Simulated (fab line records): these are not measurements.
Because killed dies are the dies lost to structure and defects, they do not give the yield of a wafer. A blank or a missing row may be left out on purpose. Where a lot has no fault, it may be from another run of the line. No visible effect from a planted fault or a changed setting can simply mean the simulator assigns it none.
Matching of chambers + flow nand-harc + rie-diel-10 running NHARC_A_STAIRCASE_DESCUM_168: 4 sister chambers
The step chemistry O2, time 3 s. 8 wafers are shown with their chamber, then 10 later ones without.

WAFERS, EACH WITH ITS CHAMBER
| wafer  | chamber | drypump-motor-current-A (A) | showerhead-plenum-p-Torr (Torr) |
|--------|---------|-----------------------------|---------------------------------|
| L088.5 | 2       | 5.3                         | 1.80                            |
| L088.3 | 0       | 5.6                         | 1.86                            |
| L088.6 | 1       | 5.8                         | 1.79                            |
| L093.2 | 3       | 5.0                         | 1.88                            |
| L093.3 | 0       | 5.6                         | 1.85                            |
| L093.6 | 2       | 5.3                         | 1.80                            |
| L096.1 | 3       | 5.0                         | 1.88                            |
| L096.2 | 1       | 5.9                         | 1.79                            |

WAFERS MISSING THEIR CHAMBER
| wafer  | drypump-motor-current-A (A) | showerhead-plenum-p-Torr (Torr) |
|--------|-----------------------------|---------------------------------|
| L096.3 | 5.3                         | 1.80                            |
| L095.3 | 5.9                         | 1.79                            |
| L095.5 | 5.0                         | 1.88                            |
| L095.6 | 5.6                         | 1.85                            |
| L097.1 | 5.9                         | 1.79                            |
| L097.4 | 5.3                         | 1.80                            |
| L097.6 | 5.0                         | 1.87                            |
| L097.2 | 5.6                         | 1.85                            |
| L097.3 | 5.0                         | 1.87                            |
| L097.5 | 5.3                         | 1.80                            |

THE CHAMBER EACH PASSED THROUGH
| wafer  | from the rows above | in truth |
|--------|---------------------|----------|
| L096.3 | 2                   | 2        |
| L095.3 | 1                   | 1        |
| L095.5 | 3                   | 3        |
| L095.6 | 0                   | 0        |
| L097.1 | 1                   | 1        |
| L097.4 | 2                   | 2        |
| L097.6 | 3                   | 3        |
| L097.2 | 0                   | 0        |
| L097.3 | 3                   | 3        |
| L097.5 | 2                   | 2        |
Correct placement for 10 of the 10. Not placeable from these rows: 0. Number placed wrongly: 0.
How it was worked out, from the rows above alone: a wafer's distance from a chamber is the root of the sum, over the readings, of the square of ((its reading less the chamber's mean) divided by the reading's scatter). If the next closest chamber is less than 2 further off than the closest, the wafer can't be placed; otherwise it belongs to the closest. Each chamber's mean is taken over the wafers shown for it. How the scatter is found: for the shown wafers, subtract from each reading the mean of its chamber, square and add these, divide the total by (wafers less chambers), then take the root.
